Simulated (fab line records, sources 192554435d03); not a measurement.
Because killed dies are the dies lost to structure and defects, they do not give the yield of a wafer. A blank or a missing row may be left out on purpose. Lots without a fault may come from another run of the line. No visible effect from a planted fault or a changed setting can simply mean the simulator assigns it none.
Split-lot trial || flow n5 finfet || 21 wafers read across 7 lots, on a route 1938 steps long

THE SPLIT
At N5_BEOL_M6_DESCUM_33 (chemistry O2, time 7 s), the setting time s was moved away from the recipe's 7 s on 8 of the 21 wafers read, by -17.6% to +18.3%. This setting was run at the recipe's value on the other wafers.

The reading comes from the split's own step.

THE READING
CAR-EUV_of_BEOL_M6_COAT_22.thk nm (the simulator's own value, which no gauge read), in nm, at N5_BEOL_M6_DESCUM_33 (chemistry O2, time 7 s). The file gives no usual value for it. Across the 13 wafers here that went through the recipe, the average is 26.1 nm and the standard deviation 0.1 nm.

{"wafer": "L074.1", "tool, chamber at the split": "rie diel-05, 2", "time s as run, s": 7, "against the recipe": "recipe", "CAR-EUV_of_BEOL_M6_COAT_22.thk nm, nm": 26, "against lot-mates on the recipe": "-"}
{"wafer": "L074.2", "tool, chamber at the split": "rie diel-05, 0", "time s as run, s": 5.771, "against the recipe": "-17.6%", "CAR-EUV_of_BEOL_M6_COAT_22.thk nm, nm": 26.6, "against lot-mates on the recipe": "+0.6"}
{"wafer": "L074.6", "tool, chamber at the split": "rie diel-05, 1", "time s as run, s": 5.771, "against the recipe": "-17.6%", "CAR-EUV_of_BEOL_M6_COAT_22.thk nm, nm": 26.8, "against lot-mates on the recipe": "+0.8"}
{"wafer": "L078.2", "tool, chamber at the split": "rie diel-02, 1", "time s as run, s": 7, "against the recipe": "recipe", "CAR-EUV_of_BEOL_M6_COAT_22.thk nm, nm": 26.2, "against lot-mates on the recipe": "-"}
{"wafer": "L078.3", "tool, chamber at the split": "rie diel-02, 3", "time s as run, s": 7, "against the recipe": "recipe", "CAR-EUV_of_BEOL_M6_COAT_22.thk nm, nm": 26, "against lot-mates on the recipe": "-"}
{"wafer": "L078.4", "tool, chamber at the split": "rie diel-02, 1", "time s as run, s": 8.009, "against the recipe": "+14.4%", "CAR-EUV_of_BEOL_M6_COAT_22.thk nm, nm": 25.6, "against lot-mates on the recipe": -0.5}
{"wafer": "L080.1", "tool, chamber at the split": "rie diel-05, 0", "time s as run, s": 7, "against the recipe": "recipe", "CAR-EUV_of_BEOL_M6_COAT_22.thk nm, nm": 26.2, "against lot-mates on the recipe": "-"}
{"wafer": "L080.3", "tool, chamber at the split": "rie diel-05, 2,0", "time s as run, s": 7, "against the recipe": "recipe", "CAR-EUV_of_BEOL_M6_COAT_22.thk nm, nm": 26, "against lot-mates on the recipe": "-"}
{"wafer": "L080.4", "tool, chamber at the split": "rie diel-05, 2,0", "time s as run, s": 7, "against the recipe": "recipe", "CAR-EUV_of_BEOL_M6_COAT_22.thk nm, nm": 26, "against lot-mates on the recipe": "-"}
{"wafer": "L081.2", "tool, chamber at the split": "rie diel-04, 1", "time s as run, s": 7, "against the recipe": "recipe", "CAR-EUV_of_BEOL_M6_COAT_22.thk nm, nm": 26, "against lot-mates on the recipe": "-"}
{"wafer": "L081.4", "tool, chamber at the split": "rie diel-04, 2,0", "time s as run, s": 8.279, "against the recipe": "+18.3%", "CAR-EUV_of_BEOL_M6_COAT_22.thk nm, nm": 25.4, "against lot-mates on the recipe": -0.6}
{"wafer": "L081.5", "tool, chamber at the split": "rie diel-04, 2,0", "time s as run, s": 8.279, "against the recipe": "+18.3%", "CAR-EUV_of_BEOL_M6_COAT_22.thk nm, nm": 25.4, "against lot-mates on the recipe": -0.6}
{"wafer": "L089.1", "tool, chamber at the split": "rie diel-04, 3,0", "time s as run, s": 7.953, "against the recipe": "+13.6%", "CAR-EUV_of_BEOL_M6_COAT_22.thk nm, nm": 25.6, "against lot-mates on the recipe": -0.4}
{"wafer": "L089.3", "tool, chamber at the split": "rie diel-04, 3,0", "time s as run, s": 7.953, "against the recipe": "+13.6%", "CAR-EUV_of_BEOL_M6_COAT_22.thk nm, nm": 25.6, "against lot-mates on the recipe": -0.4}
{"wafer": "L089.2", "tool, chamber at the split": "rie diel-04, 2", "time s as run, s": 7, "against the recipe": "recipe", "CAR-EUV_of_BEOL_M6_COAT_22.thk nm, nm": 26, "against lot-mates on the recipe": "-"}
{"wafer": "L091.2", "tool, chamber at the split": "rie diel-05, 1,3", "time s as run, s": 7, "against the recipe": "recipe", "CAR-EUV_of_BEOL_M6_COAT_22.thk nm, nm": 26.2, "against lot-mates on the recipe": "-"}
{"wafer": "L091.5", "tool, chamber at the split": "rie diel-05, 1,3", "time s as run, s": 7, "against the recipe": "recipe", "CAR-EUV_of_BEOL_M6_COAT_22.thk nm, nm": 26.2, "against lot-mates on the recipe": "-"}
{"wafer": "L091.4", "tool, chamber at the split": "rie diel-05, 2", "time s as run, s": 8.164, "against the recipe": "+16.6%", "CAR-EUV_of_BEOL_M6_COAT_22.thk nm, nm": 25.6, "against lot-mates on the recipe": -0.6}
{"wafer": "L093.1", "tool, chamber at the split": "rie diel-05, 1,3,2", "time s as run, s": 7, "against the recipe": "recipe", "CAR-EUV_of_BEOL_M6_COAT_22.thk nm, nm": 26.2, "against lot-mates on the recipe": "-"}
{"wafer": "L093.2", "tool, chamber at the split": "rie diel-05, 1,3,2", "time s as run, s": 7, "against the recipe": "recipe", "CAR-EUV_of_BEOL_M6_COAT_22.thk nm, nm": 26.2, "against lot-mates on the recipe": "-"}
{"wafer": "L093.4", "tool, chamber at the split": "rie diel-05, 1,3,2", "time s as run, s": 7, "against the recipe": "recipe", "CAR-EUV_of_BEOL_M6_COAT_22.thk nm, nm": 26.2, "against lot-mates on the recipe": "-"}
If several chambers appear in one row, that row covers several wafers at once and the file leaves open which wafer was in which chamber.

FIT RESULTS
A straight line over all 21 wafers: CAR-EUV_of_BEOL_M6_COAT_22.thk nm changes by -0.0354 nm for each +1% of time s; r = -0.97; the points scatter about the line by 0.093 nm.
The same after taking each lot's own level away (the mean of its wafers on the recipe; 21 wafers): -0.0354 nm for each +1%; r = -0.98; scatter 0.068 nm.
According to that fit, moving time s by its largest amount changes the reading by 0.65 nm.
Across the lots, their own levels run from 26.00 to 26.20 nm, a range of 2.0 times the standard deviation given above.
Consequently the slope shifts little with the lot-to-lot level, the two slopes agreeing.
Check: -0.633 nm against its lot-mates is what the line predicts for one of the wafers moved furthest among these (+18.3%) when that wafer is left out of the fit. Against them it came out at -0.6 nm.

THE OTHER SPLITS THESE WAFERS WENT THROUGH
Other splits were also applied to these wafers ahead of the reading. Each is held against what the fit with the lots' levels taken away leaves over:
{"other split on the same wafers": "N5_BEOL_M5_COAT_66 spin rpm", "wafers away from the commonest value": 4, "r with CAR-EUV_of_BEOL_M6_COAT_22.thk nm (lot level and that fit taken away)": -0.11}

THE FILE'S OWN FIT
CAR-EUV_of_BEOL_M6_COAT_22.thk nm changes by -0.035 nm for each +1% of time s, r = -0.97.
